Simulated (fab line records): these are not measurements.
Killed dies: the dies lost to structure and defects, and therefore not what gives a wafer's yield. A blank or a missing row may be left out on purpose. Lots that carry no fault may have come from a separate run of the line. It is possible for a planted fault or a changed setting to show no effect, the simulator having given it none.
fab line records	flow n5-finfet
[record] lots = 7	wafers = 21
route steps=1938 shown HKMG_FIN@435 GATE_CUT@493 MOL_CONTACT_COAG@570 BEOL_M0_CUTY@711 BEOL_M0@715 BEOL_M2@847 BEOL_M3@937 PASSIVATION@1936
start-h: start of the lot's first displayed wafer, in hours after the record's first day	wait-h: how many hours have passed since the lot's step before this one	" repeats the value in the row above	L1.1+2: several wafers, shown together as one row	- no value, or no start given	* or withheld: withheld	< > ~ a bound
route shown NAME@n: names a module that has steps shown in the file, with the first one's number in the route	usual: average and standard deviation across the fault-free wafers	same: alike in all rows	chamber/n: place in a boat	sites: per-site readings	_std_site: the values' standard deviation	_edge_site: mean of outer sites minus mean of inner sites	radius-mm: for every site, how far away it sits from the centre of the wafer	mask NAME#n: copy n	behind: the tool/chamber that last shaped the wafer	hold: what put the lot on hold/how long, in hours/how the hold closed	device: whichever transistor did not switch (one of n, p or np)	end of line: the same wafers' tests at the end of the route	a step given without rows: its recipe and nothing more	killed: not the wafer's yield, but the dies lost to structure and defects at the first sort	map: the dies of a wafer, with x for killed, . for not killed, _ for no die there
set.NAME: the setting that was run; set.NAME@STEP: the one run at that earlier step	model.NAME: the simulator's own value behind a step, which no gauge read
lots whose settings were changed on purpose; a table a step, a row a wafer
[[steps]]
[step N5_HKMG_FIN_ETCH_32]
[recipe] chemistry = N2/H2	target = SOC	target-depth-a = 2400	temp-c = 40	time-s = 300	ion-energy-ev = 200	mask-material = SiARC	pressure-mtorr = 30	source-w = 840	bias-w = 150	n2-flow-sccm = 200	h2-flow-sccm = 200
[usual] rf-vpp-V = 525/3.1
lot.wafer	tool	chamber	start-h	wait-h	set.bias-w	rf-vpp-V	model.SiARC_of_HKMG_FIN_COAT_30.thk-nm
L080.1	rie-diel-01	3	115.87	0.0	150	527	20
L080.2	"	2	"	"	160.1	541	20.4
L080.5	"	3	"	"	150	528	20
L081.1	rie-diel-03	1	116.60	0.0	134.3	494	22
L081.3	"	2	"	"	134.3	487	22.2
L081.4	"	3	"	"	150	525	21
L090.1	rie-diel-04	0	170.90	0.0	150	529	21.4
L090.5	"	3	"	"	169.7	563	18.2
L090.6	"	0	"	"	169.7	571	19.2
L091.2	rie-diel-01	3	176.49	0.0	150	526	20.2
L091.5	"	2	"	"	150	529	21.2
L091.6	"	3	"	"	150	527	20.2
L093.2	rie-diel-03	3	190.48	0.0	133.2	488	23
L093.5	"	3	"	"	133.2	489	23.2
L093.6	"	0	"	"	150	526	21.6
L096.1	rie-diel-01	2	209.23	0.0	150	528	21.4
L096.2	"	0	"	"	150	524	21
L096.3	"	1	"	"	150	521	21.2
L097.2	rie-diel-01	0	214.66	0.0	150	525	20.8
L097.4	"	1	"	"	174	571	18.6
L097.6	"	0	"	"	150	526	20.8
[step N5_GATE_CUT_ETCH_37]
[recipe] chemistry = N2/H2	target = SOC	target-depth-a = 600	overetch-a = 120	mask-material = SiARC	temp-c = 40	time-s = 90	ion-energy-ev = 200	pressure-mtorr = 30	source-w = 840	bias-w = 150	n2-flow-sccm = 200	h2-flow-sccm = 200
[usual] rf-vpp-V = 524.0/2.5
lot.wafer	tool	chamber	start-h	wait-h	set.bias-w	rf-vpp-V
L080.1	rie-diel-06	1	124.28	0.0	165.4	556.0
L080.2	"	2	"	"	150	526.8
L080.5	"	2	"	"	165.4	560.2
L081.1	rie-diel-02	3	124.67	0.0	150	526.6
L081.3	"	0	"	"	135.7	491.3
L081.4	"	1	"	"	150	521.5
L090.1	rie-diel-05	2	179.26	0.0	130.2	483.5
L090.5	"	0	"	"	150	523.4
L090.6	"	1	"	"	130.2	479.2
L091.2	rie-diel-05	3	184.70	0.0	150	524.8
L091.5	"	0	"	"	150	524.0
L091.6	"	3	"	"	150	524.8
L093.2	rie-diel-02	0	199.02	0.0	157.7	540.8
L093.5	"	0	"	"	150	523.6
L093.6	"	3	"	"	150	527.2
L096.1	rie-diel-06	1	218.00	0.0	170.4	565.0
L096.2	"	0	"	"	150	524.6
L096.3	"	2	"	"	150	527.6
L097.2	rie-diel-06	0	223.20	0.0	131	482.1
L097.4	"	3	"	"	150	519.1
L097.6	"	2	"	"	131	484.0
[step N5_MOL_CONTACT_COAG_EXPOSE_81]
[recipe] mask-id = VG	na = 0.33	source-shape = annular	sigma-inner = 0.3	sigma-outer = 0.7	polarization = unpolarized	defocus-nm = 0	dose-mj = 59.5
lot.wafer	tool	chamber	start-h	wait-h	mask	set.dose-mj
L080.1	euv-scanner-02	0	137.41	-	VG#0	59.5
L080.2+5	"	0	"	"	VG#0	62.66
L081.1+3+4	euv-scanner-02	0	137.77	-	VG#0	59.5
L090.1	euv-scanner-02	0	192.30	-	VG#0	59.5
L090.5+6	"	0	"	"	VG#0	57.35
L091.2+5+6	euv-scanner-02	0	198.56	-	VG#0	59.5
L093.2+5+6	euv-scanner-02	0	211.94	-	VG#0	59.5
L096.1+2+3	euv-scanner-01	0	230.61	-	VG#0	59.5
L097.2+4	euv-scanner-02	0	238.09	-	VG#0	61.32
L097.6	"	0	"	"	VG#0	59.5
[step N5_MOL_CONTACT_COAG_PEB_82]
[recipe] peb-temp-c = 100	peb-time-s = 60	resist = CAR-EUV
[step N5_MOL_CONTACT_COAG_DEVELOP_83]
[recipe] develop-time-s = 30	developer = TMAH	resist = CAR-EUV	rinse-liquid = surfactant-rinse	dry = air-spin	dev-temp-c = 23
[step N5_MOL_CONTACT_COAG_CD_MEAS_84]
[recipe] target-cd-nm = 25.1	landing-energy-ev = 500	detector = se-inlens	polarity = opening
[usual] cd-nm = 25.04/0.23
lot.wafer	tool	chamber	start-h	wait-h	set.dose-mj@MOL_CONTACT_COAG_EXPOSE_81	cd-nm
L080.1	cd-sem-02	0	137.55	-	59.5	24.58
L080.2	"	0	"	"	62.66	26.53
L080.5	"	0	"	"	62.66	25.81
L081.1	cd-sem-02	0	137.91	-	59.5	25.32
L081.3	"	0	"	"	59.5	24.95
L081.4	"	0	"	"	59.5	24.77
L090.1	cd-sem-03	0	192.44	-	59.5	25.32
L090.5	"	0	"	"	57.35	23.99
L090.6	"	0	"	"	57.35	24.29
L091.2	cd-sem-03	0	198.70	-	59.5	24.89
L091.5	"	0	"	"	59.5	25.20
L091.6	"	0	"	"	59.5	25.55
L093.2	cd-sem-02	0	212.08	-	59.5	25.04
L093.5	"	0	"	"	59.5	25.15
L093.6	"	0	"	"	59.5	25.33
L096.1	cd-sem-01	0	230.75	-	59.5	25.25
L096.2	"	0	"	"	59.5	25.11
L096.3	"	0	"	"	59.5	24.99
L097.2	cd-sem-03	0	238.22	-	61.32	25.59
L097.4	"	0	"	"	61.32	25.72
L097.6	"	0	"	"	59.5	24.82
[step N5_MOL_CONTACT_COAG_ETCH_91]
[recipe] chemistry = N2/H2	target = SOC	target-depth-a = 600	overetch-a = 210	mask-material = SiARC	temp-c = 40	time-s = 101.2	ion-energy-ev = 200	pressure-mtorr = 30	source-w = 840	bias-w = 150	n2-flow-sccm = 200	h2-flow-sccm = 200
[usual] rf-vpp-V = 525/3.1
lot.wafer	tool	chamber	start-h	wait-h	set.source-w	rf-vpp-V
L080.1	rie-diel-03	3	138.20	0.0	878.6	520
L080.2	"	1	"	"	878.6	522
L080.5	"	1	"	"	840	529
L081.1	rie-diel-04	2	138.75	0.0	840	529
L081.3	"	0	"	"	720.3	556
L081.4	"	3	"	"	840	521
L090.1	rie-diel-01	2	194.05	0.0	712.8	558
L090.5	"	3	"	"	840	527
L090.6	"	2	"	"	712.8	557
L091.2	rie-diel-01	2	199.97	0.0	840	529
L091.5	"	2	"	"	840	527
L091.6	"	1	"	"	840	521
L093.2	rie-diel-03	0	213.93	0.0	840	527
L093.5	"	1	"	"	840	527
L093.6	"	2	"	"	840	520
L096.1	rie-diel-03	1	231.93	0.0	840	529
L096.2	"	2	"	"	901.8	509
L096.3	"	0	"	"	840	526
L097.2	rie-diel-03	3	239.08	0.0	840	527
L097.4	"	0	"	"	840	526
L097.6	"	2	"	"	840	520
[step N5_MOL_CONTACT_COAG_COAT_63]
[recipe] resist = SiARC	temp-c = 220	time-s = 60	spin-rpm = 1500	resist-thk-nm = 10
lot.wafer	tool	chamber	start-h	wait-h	set.spin-rpm	model.SiARC_of_MOL_CONTACT_COAG_COAT_63.thk-nm
L080.1+5	litho-track-05	0	-	-	1334	10.6
L080.2	"	0	"	"	1500	10
L081.1	litho-track-05	0	-	-	1441	10.2
L081.3+4	"	0	"	"	1500	10
L090.1+5+6	litho-track-05	0	-	-	1500	10
L091.2+5+6	litho-track-01	0	-	-	1500	10
L093.2+6	litho-track-01	0	-	-	1655	9.4
L093.5	"	0	"	"	1500	10
L096.1+2+3	litho-track-05	0	-	-	1500	10
L097.2+6	litho-track-01	0	-	-	1500	10
L097.4	"	0	"	"	1576	9.8
[step N5_MOL_CONTACT_COAG_EXPOSE_37]
[recipe] mask-id = VD	na = 0.33	source-shape = annular	sigma-inner = 0.3	sigma-outer = 0.7	polarization = unpolarized	defocus-nm = 0	dose-mj = 62
lot.wafer	tool	chamber	start-h	wait-h	mask	set.dose-mj
L080.1+2+5	euv-scanner-02	0	138.95	-	VD#0	62
L081.1+3+4	euv-scanner-01	0	139.50	-	VD#0	60.18
L090.1+5	euv-scanner-01	0	194.81	-	VD#0	62
L090.6	"	0	"	"	VD#0	58.17
L091.2+5+6	euv-scanner-02	0	200.74	-	VD#0	62
L093.2+5+6	euv-scanner-02	0	214.57	-	VD#0	62
L096.1+3	euv-scanner-01	0	232.56	-	VD#0	64.32
L096.2	"	0	"	"	VD#0	62
L097.2	euv-scanner-02	0	239.85	-	VD#0	59.22
L097.4+6	"	0	"	"	VD#0	62
[step N5_MOL_CONTACT_COAG_PEB_38]
[recipe] peb-temp-c = 100	peb-time-s = 60	resist = CAR-EUV
[step N5_MOL_CONTACT_COAG_DEVELOP_39]
[recipe] develop-time-s = 30	developer = TMAH	resist = CAR-EUV	rinse-liquid = surfactant-rinse	dry = air-spin	dev-temp-c = 23
[step N5_MOL_CONTACT_COAG_CD_MEAS_40]
[recipe] target-cd-nm = 25.1	landing-energy-ev = 500	detector = se-inlens	polarity = opening
[usual] cd-nm = 25.08/0.25
lot.wafer	tool	chamber	start-h	wait-h	set.dose-mj@MOL_CONTACT_COAG_EXPOSE_37	cd-nm
L080.1	cd-sem-02	0	139.10	-	62	25.05
L080.2	"	0	"	"	62	25.40
L080.5	"	0	"	"	62	25.01
L081.1	cd-sem-03	0	139.65	-	60.18	24.25
L081.3	"	0	"	"	60.18	24.28
L081.4	"	0	"	"	60.18	24.46
L090.1	cd-sem-01	0	194.95	-	62	24.88
L090.5	"	0	"	"	62	25.04
L090.6	"	0	"	"	58.17	24.03
L091.2	cd-sem-02	0	200.87	-	62	25.22
L091.5	"	0	"	"	62	25.12
L091.6	"	0	"	"	62	24.85
L093.2	cd-sem-01	0	214.71	-	62	24.90
L093.5	"	0	"	"	62	24.96
L093.6	"	0	"	"	62	24.82
L096.1	cd-sem-01	0	232.70	-	64.32	25.57
L096.2	"	0	"	"	62	24.90
L096.3	"	0	"	"	64.32	26.21
L097.2	cd-sem-01	0	239.99	-	59.22	24.60
L097.4	"	0	"	"	62	25.18
L097.6	"	0	"	"	62	25.29
[step N5_MOL_CONTACT_COAG_DESCUM_45]
[recipe] chemistry = O2	time-s = 7	source-power-w = 50	bias-power-w = 20	pressure-mtorr = 20	rf-frequency-hz = 2.712e+07	temp-c = 40	resist = CAR-EUV	o2-flow-sccm = 225
[step N5_MOL_CONTACT_COAG_ETCH_65]
[recipe] chemistry = N2/H2	target = underlayer	target-depth-a = 130	mask-material = CAR-EUV	time-s = 10.4	ion-energy-ev = 200	pressure-mtorr = 30	source-w = 840	bias-w = 150	n2-flow-sccm = 200	h2-flow-sccm = 200	ends = cleared
[step N5_MOL_CONTACT_COAG_ETCH_66]
[recipe] chemistry = CF4	target = SiARC	target-depth-a = 130	mask-material = CAR-EUV	time-s = 21.7	ion-energy-ev = 80	pressure-mtorr = 40	source-w = 545	bias-w = 36	Ar_flow_sccm = 100	cf4-flow-sccm = 100	ends = cleared
lot.wafer	tool	chamber	start-h	wait-h	set.spin-rpm@MOL_CONTACT_COAG_COAT_63	model.etch.depth-nm
L080.1	rie-diel-04	2	139.28	0.0	1334	10.6
L080.2	"	0	"	"	1500	9.989
L080.5	"	3	"	"	1334	10.57
L081.1	rie-diel-03	1	140.38	0.0	1441	10.18
L081.3	"	0	"	"	1500	9.98
L081.4	"	3	"	"	1500	10
L090.1+6	rie-diel-01	0	195.64	0.0	1500	10.01
L090.5	"	3	"	"	1500	10.02
L091.2	rie-diel-03	1	201.74	0.0	1500	9.989
L091.5	"	0	"	"	1500	9.991
L091.6	"	3	"	"	1500	9.995
L093.2	rie-diel-03	2	215.39	0.0	1655	9.487
L093.5	"	3	"	"	1500	9.947
L093.6	"	2	"	"	1655	9.488
L096.1	rie-diel-01	2	233.04	0.0	1500	9.937
L096.2	"	1	"	"	1500	9.984
L096.3	"	0	"	"	1500	9.948
L097.2	rie-diel-01	1	240.18	0.0	1500	10
L097.4	"	0	"	"	1576	9.744
L097.6	"	2	"	"	1500	9.98
[step N5_MOL_CONTACT_COAG_ALD_133]
[recipe] material = SiO2	target-thk-a = 50	temp-c = 100	ald-precursor-family = BDEAS	ald-co-reactant = O2-plasma	pulse-time-s = 1	co-reactant-pulse-time-s = 1	purge-time-s = 2	co-reactant-purge-time-s = 2	ald-cycles = 35	pressure-torr = 2
[step N5_MOL_CONTACT_COAG_ETCHBACK_134]
[recipe] chemistry = CHF3	target = SiO2	target-depth-a = 100	time-s = 6.7	ion-energy-ev = 200	pressure-mtorr = 30	source-w = 610	bias-w = 170	Ar_flow_sccm = 200	CHF3_flow_sccm = 50
[step N5_MOL_CONTACT_COAG_ETCH_67]
[recipe] chemistry = N2/H2	target = SOC	target-depth-a = 600	overetch-a = 210	mask-material = SiARC	temp-c = 40	time-s = 101.2	ion-energy-ev = 200	pressure-mtorr = 30	source-w = 840	bias-w = 150	n2-flow-sccm = 200	h2-flow-sccm = 200
lot.wafer	tool	chamber	start-h	wait-h	set.spin-rpm@MOL_CONTACT_COAG_COAT_63	model.SiARC_of_MOL_CONTACT_COAG_COAT_63.thk-nm
L080.1+5	rie-diel-04	0	139.76	0.0	1334	6.6
L080.2	"	3	"	"	1500	5.8
L081.1	rie-diel-04	1	140.90	0.0	1441	6.2
L081.3	"	0	"	"	1500	5.8
L081.4	"	3	"	"	1500	5.6
L090.1+6	rie-diel-03	1	196.67	0.0	1500	5.4
L090.5	"	0	"	"	1500	6
L091.2+5	rie-diel-03	2	202.78	0.0	1500	5.6
L091.6	"	1	"	"	1500	5.4
L093.2+6	rie-diel-01	3	216.00	0.0	1655	5
L093.5	"	2	"	"	1500	5.8
L096.1	rie-diel-01	2	233.33	0.0	1500	5.8
L096.2+3	"	0,3	"	"	1500	5.6
L097.2	rie-diel-03	2	241.02	0.0	1500	5.6
L097.4	"	1	"	"	1576	5.2
L097.6	"	3	"	"	1500	5.8
[step N5_BEOL_M0_CUTY_DESCUM_61]
[recipe] chemistry = O2	time-s = 7.9	source-power-w = 50	bias-power-w = 20	pressure-mtorr = 20	rf-frequency-hz = 2.712e+07	temp-c = 40	resist = CAR-ArF-block	o2-flow-sccm = 225
lot.wafer	tool	chamber	start-h	wait-h	set.time-s	model.CAR-ArF-block_of_BEOL_M0_CUTY_COAT_51.thk-nm
L080.1	rie-diel-03	3	151.28	0.0	7.9	142.8
L080.2+5	"	1,2	"	"	6.375	144.2
L081.1	rie-diel-04	2	155.11	0.0	7.9	143.2
L081.3	"	0	"	"	6.848	144
L081.4	"	3	"	"	7.9	143
L090.1	rie-diel-03	1	213.00	1.0	7.9	143.4
L090.5	"	0	"	"	7.9	143.2
L090.6	"	3	"	"	7.9	143
L091.2+5+6	rie-diel-03	1,1,0	215.05	0.8	7.9	144
L093.2	rie-diel-03	1	227.73	0.9	6.428	144.6
L093.5+6	"	3,0	"	"	7.9	144
L097.2	rie-diel-01	1	253.74	0.0	6.819	144.4
L097.4	"	3	"	"	7.9	143.4
L097.6	"	3	"	"	7.9	143.6
L096.1+3	rie-diel-01	0,3	254.47	0.1	7.9	143.2
L096.2	"	2	"	"	7.9	142.8
[step N5_BEOL_M0_ETCH_138]
[recipe] chemistry = CH3F/O2	target-depth-a = 120	target = SiCN	time-s = 31.6	ion-energy-ev = 120	pressure-mtorr = 30	source-w = 395	bias-w = 75	Ar_flow_sccm = 150	CH3F_flow_sccm = 30	O2_flow_sccm = 20	ends = cleared
[usual] rf-vpp-V = 297.9/1.7
lot.wafer	tool	chamber	start-h	wait-h	set.source-w	rf-vpp-V
L080.1	rie-diel-03	3	151.48	0.0	395	300.2
L080.2	"	1	"	"	395	298.6
L080.5	"	2	"	"	395	295.9
L081.1	rie-diel-04	2	155.31	0.0	395	299.5
L081.3	"	0	"	"	395	299.3
L081.4	"	3	"	"	364.5	303.1
L090.1	rie-diel-03	1	213.21	0.0	395	298.3
L090.5	"	0	"	"	395	298.1
L090.6	"	3	"	"	395	299.0
L091.2	rie-diel-03	1	215.26	0.0	395	299.3
L091.5	"	1	"	"	395	299.2
L091.6	"	0	"	"	395	299.0
L093.2	rie-diel-03	1	227.93	0.0	345.1	313.7
L093.5	"	3	"	"	345.1	311.6
L093.6	"	0	"	"	395	300.6
L097.2	rie-diel-01	1	253.94	0.0	395	295.0
L097.4	"	3	"	"	395	298.9
L097.6	"	3	"	"	425.8	290.2
L096.1	rie-diel-01	0	254.68	0.0	395	297.7
L096.2	"	2	"	"	395	299.2
L096.3	"	3	"	"	395	299.0
[step N5_BEOL_M2_COAT_73]
[recipe] resist = underlayer	temp-c = 205	time-s = 60	spin-rpm = 1500	resist-thk-nm = 5
lot.wafer	tool	chamber	start-h	wait-h	set.temp-c
L080.1+2+5	litho-track-01	0	-	-	205
L081.1	litho-track-04	0	-	-	211.2
L081.3+4	"	0	"	"	205
L090.1+5+6	litho-track-01	0	-	-	205
L091.2+5+6	litho-track-02	0	-	-	205
L093.2+6	litho-track-04	0	-	-	196.4
L093.5	"	0	"	"	205
L097.2+4+6	litho-track-01	0	-	-	205
L096.1+2+3	litho-track-04	0	-	-	205
[step N5_BEOL_M2_DESCUM_16]
[recipe] chemistry = O2	time-s = 7	source-power-w = 50	bias-power-w = 20	pressure-mtorr = 20	rf-frequency-hz = 2.712e+07	temp-c = 40	resist = CAR-EUV	o2-flow-sccm = 225
lot.wafer	tool	chamber	start-h	wait-h	set.time-s	model.CAR-EUV_of_BEOL_M2_COAT_05.thk-nm
L080.1	rie-diel-01	2	167.81	0.3	7	26.2
L080.2+5	"	1,3	"	"	5.863	26.8
L081.1+3+4	rie-diel-03	0,1,2	177.25	0.0	7	26
L090.1+5	rie-diel-03	2,1	231.66	0.7	7	26
L090.6	"	0	"	"	7	26.2
L091.2+6	rie-diel-03	0,3	232.68	0.4	7	26
L091.5	"	2	"	"	7	25.8
L093.2+6	rie-diel-03	3,1	242.82	0.4	7	26.2
L093.5	"	2	"	"	7	26
L097.2+6	rie-diel-01	1,3	269.88	0.0	6.28	26.4
L097.4	"	3	"	"	7	26
L096.1	rie-diel-03	1	269.98	0.0	5.969	26.6
L096.2	"	0	"	"	7	26.2
L096.3	"	2	"	"	7	26
[step N5_BEOL_M3_COAT_73]
[recipe] resist = underlayer	temp-c = 205	time-s = 60	spin-rpm = 1500	resist-thk-nm = 5
lot.wafer	tool	chamber	start-h	wait-h	set.spin-rpm
L080.1+2	litho-track-03	0	-	-	1601
L080.5	"	0	"	"	1500
L081.1+3	litho-track-01	0	-	-	1455
L081.4	"	0	"	"	1500
L090.1+5+6	litho-track-01	0	-	-	1500
L091.2+5+6	litho-track-03	0	-	-	1500
L093.2	litho-track-03	0	-	-	1651
L093.5+6	"	0	"	"	1500
L097.2+4+6	litho-track-03	0	-	-	1500
L096.1+2	litho-track-05	0	-	-	1392
L096.3	"	0	"	"	1500
[step N5_PASSIVATION_PROBE_49]
[usual] defect-limited-yield = 91.4/1.6	killed-dies = 101/19	sort-yield-pct = 91.3/1.7
lot.wafer	tool	chamber	start-h	wait-h	set.spin-rpm@DUMMY_GATE_COAT_34	set.temp-c@BEOL_M2_COAT_73	defect-limited-yield[%]	killed-dies	sort-yield-pct[%]
L081.1	prober-01	-	305.70	0.0	1393	211.2	0.1	1179	0.1
L081.3	prober-01	-	305.80	0.1	1500	205	0.1	1179	0.1
L081.4	prober-01	-	305.85	0.2	1500	205	0	1180	0
L080.1	prober-02	-	306.35	0.0	1500	205	28.7	841	28.7
L080.2	prober-02	-	306.40	0.1	1500	205	30.2	824	30.2
L080.5	prober-02	-	306.55	0.2	1431	205	92.1	93	92.1
L090.1	prober-02	-	368.38	0.0	1337	205	91.0	106	91.0
L090.5	prober-02	-	368.58	0.2	1500	205	8.7	1077	8.7
L090.6	prober-02	-	368.63	0.3	1500	205	2.0	1156	2.0
L091.2	prober-01	-	371.98	0.1	1500	205	89.7	121	89.7
L091.5	prober-01	-	372.13	0.2	1500	205	91.1	105	91.1
L091.6	prober-01	-	372.18	0.3	1500	205	92.3	91	92.3
L093.2	prober-01	-	380.92	0.1	1500	196.4	95.3	56	95.3
L093.5	prober-01	-	381.07	0.2	1386	205	83.0	201	83.0
L093.6	prober-01	-	381.12	0.3	1500	196.4	92.1	93	92.1
L096.1	prober-02	-	405.17	0.0	1500	205	90.3	114	90.3
L096.2	prober-02	-	405.22	0.1	1500	205	90.5	112	90.5
L096.3	prober-02	-	405.27	0.1	1500	205	91.5	100	91.5
L097.2	prober-01	-	417.17	0.1	1500	205	87.5	148	87.5
L097.4	prober-01	-	417.27	0.2	1641	205	7.9	1087	7.9
L097.6	prober-01	-	417.37	0.3	1641	205	7.8	1088	7.8
[[key]]
[split] step = N5_HKMG_FIN_ETCH_32	setting = bias-w	stated = 150	by = wafer
[response] step = N5_HKMG_FIN_ETCH_32	reading = rf-vpp-V	change = +2.98	per = 1%	r = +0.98
[response] step = N5_HKMG_FIN_ETCH_32	reading = model.SiARC_of_HKMG_FIN_COAT_30.thk-nm	change = -0.136	per = 1%	r = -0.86
[split] step = N5_GATE_CUT_ETCH_37	setting = bias-w	stated = 150	by = wafer
[response] step = N5_GATE_CUT_ETCH_37	reading = rf-vpp-V	change = +3.04	per = 1%	r = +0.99
[split] step = N5_MOL_CONTACT_COAG_EXPOSE_81	setting = dose-mj	stated = 59.5	by = wafer
[response] step = N5_MOL_CONTACT_COAG_CD_MEAS_84	reading = cd-nm	change = +0.301	per = 1%	r = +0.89
[split] step = N5_MOL_CONTACT_COAG_ETCH_91	setting = source-w	stated = 840	by = wafer
[response] step = N5_MOL_CONTACT_COAG_ETCH_91	reading = rf-vpp-V	change = -2.12	per = 1%	r = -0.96
[split] step = N5_MOL_CONTACT_COAG_COAT_63	setting = spin-rpm	stated = 1500	by = wafer
[response] step = N5_MOL_CONTACT_COAG_COAT_63	reading = model.SiARC_of_MOL_CONTACT_COAG_COAT_63.thk-nm	change = -0.0541	per = 1%	r = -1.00
[response] step = N5_MOL_CONTACT_COAG_ETCH_66	reading = model.etch.depth-nm	change = -0.0493	per = 1%	r = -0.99
[response] step = N5_MOL_CONTACT_COAG_ETCH_67	reading = model.SiARC_of_MOL_CONTACT_COAG_COAT_63.thk-nm	change = -0.08	per = 1%	r = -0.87
[split] step = N5_MOL_CONTACT_COAG_EXPOSE_37	setting = dose-mj	stated = 62	by = wafer
[response] step = N5_MOL_CONTACT_COAG_CD_MEAS_40	reading = cd-nm	change = +0.17	per = 1%	r = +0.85
[split] step = N5_BEOL_M0_CUTY_DESCUM_61	setting = time-s	stated = 7.9	by = wafer
[response] step = N5_BEOL_M0_CUTY_DESCUM_61	reading = model.CAR-ArF-block_of_BEOL_M0_CUTY_COAT_51.thk-nm	change = -0.0576	per = 1%	r = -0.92
[split] step = N5_BEOL_M0_ETCH_138	setting = source-w	stated = 395	by = wafer
[response] step = N5_BEOL_M0_ETCH_138	reading = rf-vpp-V	change = -0.834	per = 1%	r = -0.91
[split] step = N5_BEOL_M2_COAT_73	setting = temp-c	stated = 205	by = wafer
[response] step = N5_PASSIVATION_PROBE_49	reading = defect-limited-yield	slope = -18.9	per = 1%	together-with = spin-rpm@DUMMY_GATE_COAT_34	explained = 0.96
[response] step = N5_PASSIVATION_PROBE_49	reading = killed-dies	slope = +223	per = 1%	together-with = spin-rpm@DUMMY_GATE_COAT_34	explained = 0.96
[response] step = N5_PASSIVATION_PROBE_49	reading = sort-yield-pct	slope = -18.9	per = 1%	together-with = spin-rpm@DUMMY_GATE_COAT_34	explained = 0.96
[split] step = N5_BEOL_M2_DESCUM_16	setting = time-s	stated = 7	by = wafer
[response] step = N5_BEOL_M2_DESCUM_16	reading = model.CAR-EUV_of_BEOL_M2_COAT_05.thk-nm	change = -0.0362	per = 1%	r = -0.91
[split] step = N5_BEOL_M3_COAT_73	setting = spin-rpm	stated = 1500	by = wafer
response none in this file
split outside-this-file step=N5_DUMMY_GATE_COAT_34 setting=spin-rpm
// split outside-this-file: this setting was split too, and the file shows its column; the key of that split is in another file
